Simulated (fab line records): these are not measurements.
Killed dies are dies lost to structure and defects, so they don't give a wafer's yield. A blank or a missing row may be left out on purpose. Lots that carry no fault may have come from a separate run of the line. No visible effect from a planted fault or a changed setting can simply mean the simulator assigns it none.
The tool behind it: which one? | flow nand harc | Sampling: 12 lots, 36 wafers, 6 of 1302 route steps

== WHAT THE GAUGES READ, wafer by wafer ==
NHARC_A_CHANNEL_HOLE_D1_INSPECT_40. Usual: raw defect count reads 70 (standard deviation 26).
lot  | measured     | on                | raw defect count | flag
L893 | day 8 16:40  | defect inspect-02 | 82 112 71        |
L895 | day 9 10:15  | defect inspect-02 | 41 40 28         |
L898 | day 10 18:04 | defect inspect-01 | 73 83 93         |
L899 | day 11 02:23 | defect inspect-02 | 35 53 46         |
L900 | day 11 14:26 | defect inspect-02 | 88 101 71        |
L906 | day 14 14:04 | defect inspect-02 | 59 47 31         |
L907 | day 14 22:25 | defect inspect-01 | 51 32 51         |
L909 | day 15 18:31 | defect inspect-01 | 42 63 71         |
L908 | day 15 20:33 | defect inspect-01 | 91 95 89         |
L910 | day 15 22:24 | defect inspect-02 | 49 60 61         |
L911 | day 16 09:55 | defect inspect-02 | 50 66 60         |
L916 | day 18 07:53 | defect inspect-01 | 77 71 59         |

NHARC_END_SORT_01. Usual: killed at array 63, standard deviation 27; killed at other 0.7, standard deviation 1.2; killed at periphery 3.1, standard deviation 2; killed dies 67, standard deviation 28; killed open 3.0, standard deviation 1.9; killed short 2.2, standard deviation 1.5.
lot  | measured     | on        | killed at array | killed at other | killed at periphery | killed dies | killed open | killed short | flag
L898 | day 26 06:21 | prober-01 | 670 667 666     | 2 0 3           | 5 10 8              | 677 677 677 | 2 3 0       | 3 2 0        | OFF
L899 | day 26 16:31 | prober-02 | 671 676 674     | 0 0 1           | 6 1 2               | 677 677 677 | 3 3 3       | 3 1 2        | OFF
L900 | day 26 23:11 | prober-01 | 671 676 671     | 0 0 3           | 6 1 3               | 677 677 677 | 6 5 6       | 4 0 6        | OFF

== TOOL THAT RAN EACH LOT (tool first, then ch and the chambers of the sampled wafers, then the start) ==
lot  | NHARC_A_CHANNEL_FILL_D1_ALD_03                 | NHARC_A_CHANNEL_FILL_D1_ALD_16   | NHARC_A_CHANNEL_FILL_D1_CVD_09   | NHARC_A_CHANNEL_FILL_D1_CMP_10
L893 | ald sin batch-03 ch 0, day 9 03:03 or earlier  | ald hk-01 ch 0,1,2, day 9 03:03  | lpcvd poly-04 ch 0, day 10 11:24 | cmp-01 ch 0,3, day 10 14:32
L895 | ald sin batch-02 ch 0, day 10 01:01 or earlier | ald hk-01 ch 1,2,3, day 10 01:01 | lpcvd poly-04 ch 0, day 11 09:06 | cmp-02 ch 1,2,3, day 11 12:17
L898 | ald sin batch-03 ch 0, day 11 06:30 or earlier | ald hk-03 ch 0,1,2, day 11 06:30 | lpcvd poly-02, day 12 14:40      | cmp-01 ch 0,2,3, day 12 17:53
L899 | ald sin batch-02 ch 0, day 11 14:50 or earlier | ald hk-01 ch 0,1,2, day 11 14:50 | lpcvd poly-04, day 13 01:04      | cmp-01 ch 0,2,3, day 13 04:16
L900 | ald sin batch-03 ch 0, day 12 02:59 or earlier | ald hk-01 ch 2,3, day 12 02:59   | lpcvd poly-04, day 13 10:59      | cmp-02 ch 0,1,3, day 13 14:13
L906 | ald sin batch-03 ch 0, day 15 02:26 or earlier | ald hk-03 ch 0,1,3, day 15 02:26 | lpcvd poly-03 ch 0, day 16 10:32 | cmp-02 ch 0,1, day 16 13:41
L907 | ald sin batch-01 ch 0, day 15 10:44 or earlier | ald hk-01 ch 0,1,3, day 15 10:44 | lpcvd poly-02 ch 0, day 16 19:46 | cmp-02 ch 0,1,2, day 16 22:59
L909 | ald sin batch-03 ch 0, day 16 07:53 or earlier | ald hk-04 ch 0,1,2, day 16 07:53 | lpcvd poly-02 ch 0, day 17 15:45 | cmp-04 ch 0,2,3, day 17 18:52
L908 | ald sin batch-03 ch 0, day 16 07:52 or earlier | ald hk-01 ch 2,3, day 16 07:52   | lpcvd poly-02 ch 0, day 17 15:45 | cmp-02 ch 0,3, day 17 18:53
L910 | ald sin batch-02 ch 0, day 16 11:15 or earlier | ald hk-04 ch 0,1, day 16 11:15   | lpcvd poly-02 ch 0, day 17 19:55 | cmp-01 ch 0,3, day 17 23:08
L911 | ald sin batch-01 ch 0, day 16 22:23 or earlier | ald hk-01 ch 0,2,3, day 16 22:23 | lpcvd poly-02 ch 0, day 18 07:27 | cmp-02 ch 0,2,3, day 18 10:38
L916 | ald sin batch-02 ch 0, day 18 20:18 or earlier | ald hk-01 ch 0,1,3, day 18 20:18 | lpcvd poly-03 ch 0, day 20 05:24 | cmp-02 ch 0,1,2, day 20 08:33
- NHARC_A_CHANNEL_FILL_D1_ALD_03: deposits SiNx, target thk 6 nm, pulse time 60 s, ald cycles 58.
- NHARC_A_CHANNEL_FILL_D1_ALD_16: deposits SiO2, target thk 1.5 nm, pulse time 10 s, ald cycles 15.
- NHARC_A_CHANNEL_FILL_D1_CVD_09: deposits poly-Si, target thk 150 nm, time 3000 s.
- NHARC_A_CHANNEL_FILL_D1_CMP_10: polishes, target thk 150 nm.

== WHAT THE TOOLS THEMSELVES READ (means of the sampled wafers that have a number; where no wafer has one, the mark that the record gives instead) ==
NHARC_A_CHANNEL_FILL_D1_ALD_03. Usual: precursor pulse height rel 1.000, standard deviation 0.02; susceptor temp C 630.00 C, standard deviation 0.29.
lot  | tool             | precursor pulse height rel | susceptor temp C (C) | flag
L893 | ald sin batch-03 | 1.004                      | 630.19               |
L895 | ald sin batch-02 | 1.006                      | 630.00               |
L898 | ald sin batch-03 | 1.000                      | 630.20               |
L899 | ald sin batch-02 | 1.003                      | 629.71               |
L900 | ald sin batch-03 | 0.991                      | 629.98               |
L906 | ald sin batch-03 | 1.008                      | 629.98               |
L907 | ald sin batch-01 | 1.001                      | -                    | OFF
L909 | ald sin batch-03 | 1.003                      | 629.38               |
L908 | ald sin batch-03 | 1.003                      | 630.00               |
L910 | ald sin batch-02 | 1.003                      | 630.15               |
L911 | ald sin batch-01 | 1.001                      | 629.76               |
L916 | ald sin batch-02 | 0.985                      | 630.16               |

NHARC_A_CHANNEL_FILL_D1_ALD_16. Usual: heater power w 491 W, standard deviation 38; precursor pulse height rel 0.999, standard deviation 0.02; susceptor temp C 299.96 C, standard deviation 0.19.
lot  | tool      | heater power w (W) | precursor pulse height rel | susceptor temp C (C) | flag
L893 | ald hk-01 | 497                | 1.013                      | 300.04               |
L895 | ald hk-01 | 513                | 0.993                      | 300.01               |
L898 | ald hk-03 | 488                | 0.993                      | 300.15               |
L899 | ald hk-01 | 492                | 1.005                      | 299.88               |
L900 | ald hk-01 | 508                | 1.000                      | 300.12               |
L906 | ald hk-03 | 472                | 0.974                      | -                    | OFF
L907 | ald hk-01 | 469                | 0.988                      | 299.89               |
L909 | ald hk-04 | 501                | 0.981                      | 299.96               |
L908 | ald hk-01 | 527                | 1.010                      | 300.00               |
L910 | ald hk-04 | 466                | 1.021                      | 299.90               |
L911 | ald hk-01 | 500                | 0.998                      | 299.84               |
L916 | ald hk-01 | 473                | 1.010                      | 299.97               |

NHARC_A_CHANNEL_FILL_D1_CVD_09. Usual: pressure mtorr 200.0 mTorr, standard deviation 0.37; run length s 3001.4 s, standard deviation 0.96; spike tc upper C 620.2 C, standard deviation 1.1.
lot  | tool          | pressure mtorr (mTorr) | run length s (s) | spike tc upper C (C) | flag
L893 | lpcvd poly-04 | 199.5                  | 3002.8           | 619.8                |
L895 | lpcvd poly-04 | 199.9                  | 3002.5           | 620.2                |
L898 | lpcvd poly-02 | -                      | -                | -                    | OFF
L899 | lpcvd poly-04 | -                      | -                | -                    | OFF
L900 | lpcvd poly-04 | -                      | -                | -                    | OFF
L906 | lpcvd poly-03 | 200.2                  | 3001.8           | 620.7                |
L907 | lpcvd poly-02 | 200.2                  | 3000.4           | 620.0                |
L909 | lpcvd poly-02 | 199.7                  | 3000.3           | 620.1                |
L908 | lpcvd poly-02 | 200.2                  | 3000.5           | 620.0                |
L910 | lpcvd poly-02 | 199.5                  | 3000.3           | 619.8                |
L911 | lpcvd poly-02 | 199.9                  | 3000.3           | 620.2                |
L916 | lpcvd poly-03 | 199.7                  | 3002.0           | 621.4                |

NHARC_A_CHANNEL_FILL_D1_CMP_10. Usual: motor current A 12.2 A, standard deviation 1.3; slurry filter dp kPa 13.48 kPa, standard deviation 0.13; time to endpoint s 15 s, standard deviation 3.3.
lot  | tool   | motor current A (A) | slurry filter dp kPa (kPa) | time to endpoint s (s) | flag
L893 | cmp-01 | 13.0                | 13.42                      | 15                     |
L895 | cmp-02 | 12.6                | 13.47                      | 12                     |
L898 | cmp-01 | 12.6                | 13.40                      | 7                      |
L899 | cmp-01 | 12.4                | 13.45                      | 7                      |
L900 | cmp-02 | 12.4                | 13.46                      | 5                      | OFF
L906 | cmp-02 | 12.6                | 13.47                      | 18                     |
L907 | cmp-02 | 12.9                | 13.51                      | 15                     |
L909 | cmp-04 | 11.4                | 13.54                      | 13                     |
L908 | cmp-02 | 12.0                | 13.54                      | 16                     |
L910 | cmp-01 | 13.5                | 13.45                      | 17                     |
L911 | cmp-02 | 12.0                | 13.45                      | 15                     |
L916 | cmp-02 | 12.6                | 13.47                      | 14                     |

== THE ANSWER, worked out from the rows above alone ==
Rule: lot off if the mean of its wafers having a number is beyond 3 standard deviations from the usual mean. Also off: a lot with no number at a reading for which 4 or more lots have one. Where the step has rows for the other lots, those lots are counted as sound. The gauges are gone through in route order, then the tools' own readings, and for those a lot's mean is taken as printed above. At the first step where some lot is off, the reading lying furthest off is the one used; lots without a number count as furthest.
Off, at NHARC_END_SORT_01 on killed at array: L898, L899, L900. Neither off nor sound, because the step has no rows for them: L893, L895, L906, L907, L909, L908, L910, L911, L916.
A tool fits if, at a process step before that reading, it ran every lot that is off, and no sound lot after the first of them. The gauges at NHARC_END_SORT_01 aren't tried: what is off there is off at NHARC_A_CHANNEL_FILL_D1_CVD_09 too, on other tools, and a gauge's error can't cause that. Because NHARC_A_CHANNEL_FILL_D1_ALD_03 lacks a start for some lots, the hours and order of its lots are taken from NHARC_A_CHANNEL_FILL_D1_ALD_16. No candidate that was tried fits.

== WHAT WAS PUT IN BY THE SIMULATOR ==
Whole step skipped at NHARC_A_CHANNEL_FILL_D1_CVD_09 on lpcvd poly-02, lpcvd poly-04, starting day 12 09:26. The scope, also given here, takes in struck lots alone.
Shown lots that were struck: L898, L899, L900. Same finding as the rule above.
